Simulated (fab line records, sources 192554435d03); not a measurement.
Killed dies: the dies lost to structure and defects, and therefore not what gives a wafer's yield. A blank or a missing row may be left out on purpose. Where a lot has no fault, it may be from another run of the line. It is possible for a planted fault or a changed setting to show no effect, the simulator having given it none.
Struck lot and sound lot, side by side :: flow n5-finfet :: 34 steps out of a route of 1938
Sound: these wafers, L188.1, L188.4, L188.6. Struck: wafer L177.1 (left out: L177.2, L177.6 of the same lot, which were not struck); the cause appears at the end.
For every step that has rows: the tool of each side, followed by ch and its chambers, followed by its first start. Under that, the readings that differ: sound wafers :: struck wafers :: difference of the means :: sigmas: that difference in standard deviations of wafers without a fault.
alike: same words and numbers on both sides, and readings whose means sit less than 2 such deviations apart. not compared: any withheld reading, any reading some wafer has no value for, any bound like >300 that may hide the same value, and any number with overlapping values for which the record gives no deviation.
The two part at a step that has a row with sigmas, a row that says differs or no value, or rows on one side only. When numbers do not overlap yet have no deviation, they are printed without sigmas and do not part them. A reading missing from all wafers of one side parts the sides only when that side holds two or more wafers.

first, 9 steps without rows for these wafers: N5_SD_EPI_P_DEVELOP_08 (develop time 30 s); N5_SD_EPI_P_DESCUM_14 (chemistry O2, time 7.9 s); N5_SD_EPI_P_ETCH_36 (etches SiARC in CF4, target depth 45.5 nm, time 75.8 s); N5_SD_EPI_P_ETCH_37 (etches SOC in N2/H2, overetch 108 nm, time 486 s); N5_SD_EPI_P_STRIP_38 (strips in N2/H2); N5_SD_EPI_P_ETCHBACK_46 (etches SiNx in CH3F/O2, stops on SiO2, target depth 17.5 nm); N5_SD_EPI_P_ETCH_47 (etches SiOCN in CH3F/O2, target depth 25 nm); N5_SD_EPI_P_ETCH_16 (etches SiO2 in CHF3/O2, target depth 5 nm); N5_SD_EPI_P_STRIP_50 (strips in CHF3/O2).
N5_SD_EPI_P_SD_RECESS_17: chemistry HBr/Cl2/O2, target depth 39.1 nm, bt time 3 s.
  sound on rie-si-04 ch 1,3, day 8 17:47; struck on rie-si-06 ch 0, day 6 05:47
reading: oes-product-au (a.u.)
sound: 1.003 1.001 1.002
struck: 1.108
difference: +0.106
sigmas: +7

reading: model.SD_EPI_P.feature-depth-nm (nm)
sound: 39.6 39.2 40
struck: 61
difference: +21
sigmas: 

reading: model.etch.depth-nm (nm)
sound: 39.61 39.21 39.91
struck: 60.9
difference: +21.3
sigmas: 
  alike: drypump-motor-current-A, throttle-valve-pct
  not compared: rf-hours-counter-h
then, 22 steps without rows for these wafers: N5_SD_EPI_P_WET_ETCH_45 (etches SiO2 in dHF, time 10.7 s, target depth 2 nm, rinse time 30 s); N5_SD_EPI_P_STRIP_40 (strips in N2/H2); N5_SD_EPI_P_PRECLEAN_52 (cleans in O3/DIW, time 60 s); N5_SD_EPI_P_SRD_20 (time 30 s); N5_SD_EPI_P_PRECLEAN_51 (cleans in NF3:NH3, afs cycles 1, time 20 s, sublimation time 60 s); N5_SD_EPI_P_VAPOR_ETCH_44 (etches SiGe30 in NF3/Ar, time 3.3 s); N5_SD_EPI_P_EPI_21 (deposits SiGe:B, time 355 s); N5_SD_EPI_P_HM_STRIP_48 (strips SiNx in H3PO4, material SiNx, target depth 3 nm); N5_SD_EPI_P_SRD_49 (time 30 s); N5_SD_EPI_P_PRECLEAN_24 (cleans in O3/DIW, time 45 s); N5_SD_EPI_P_PRECLEAN_32 (cleans in dHF, time 10 s); N5_SD_EPI_P_PRECLEAN_33 (cleans in SC2, time 45 s); N5_SD_EPI_P_SRD_25 (time 30 s); N5_SD_ACTIVATION_RTA_00 (time 0 s); N5_SD_ACTIVATION_LSA_01 (time 0.0008 s); N5_ILD0_LINER_00 (material SiNx, target thk 4 nm, pulse time 1 s, purge time 2 s); N5_ILD0_FCVD_FILL_01 (material SiO2 flowable, target thk 200 nm, time 328.3 s); N5_ILD0_CURE_02 (time 1800 s); N5_ILD0_CMP_03 (polishes, stops on SiNx, t overpolish 1.9 s, target thk 197.38 nm); N5_ILD0_CMP_07 (polishes SiO2 flowable, stops on poly-Si, t overpolish 1.18 s, target thk 138.88 nm); N5_ILD0_PRECLEAN_10 (cleans in NF3:NH3, afs cycles 5, time 20 s, sublimation time 60 s); N5_ILD0_ALD_15 (deposits SiNx, target thk 24 nm, pulse time 1 s, ald cycles 480).
-- the record jumps here: 6 days lie between the struck wafers' starts before and after (it left off in module ILD0 and takes up again in module BEOL_M4, whose first step shown is number 1111 of the route) --
N5_BEOL_M4_RC_MEAS_101:
  sound on prober-01 ch 0, day 13 21:15; struck on prober-02 ch 0, day 11 20:07
reading: IOFF_N (nA/um)
sound: 0.21 0.26 0.20
struck: 0.14
difference: -0.08
sigmas: -2
  alike: DIBL_N, ION_N, SS_N, VT_N
  not compared: CJ_P, DIBL_P, EOT_P, IGATE_P, IOFF_P, IOFF_P_85C, IOFF_P_LIN, IOFF_P_LONG, ION_P, RC_DENSE_P, RC_P, REXT_P, RS_SD_P, SS_P, VT_P, VT_P_LONG, VT_P_LVT
-- here the record skips 5 days between the struck wafers' starts before and after, leaving off in module BEOL_M4 and picking up in module PASSIVATION (first step shown: number 1936 of the route) --
N5_PASSIVATION_PROBE_49:
  record: rows for the struck wafers here (prober-02, day 17 06:17), none for the sound ones

WHERE THEY PART
At N5_SD_EPI_P_SD_RECESS_17 first; at N5_PASSIVATION_PROBE_49 last (within this record only).

WHY: whatever the simulator had introduced
rie-si-06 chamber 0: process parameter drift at N5_SD_EPI_P_SD_RECESS_17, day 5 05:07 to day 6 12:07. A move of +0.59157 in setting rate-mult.
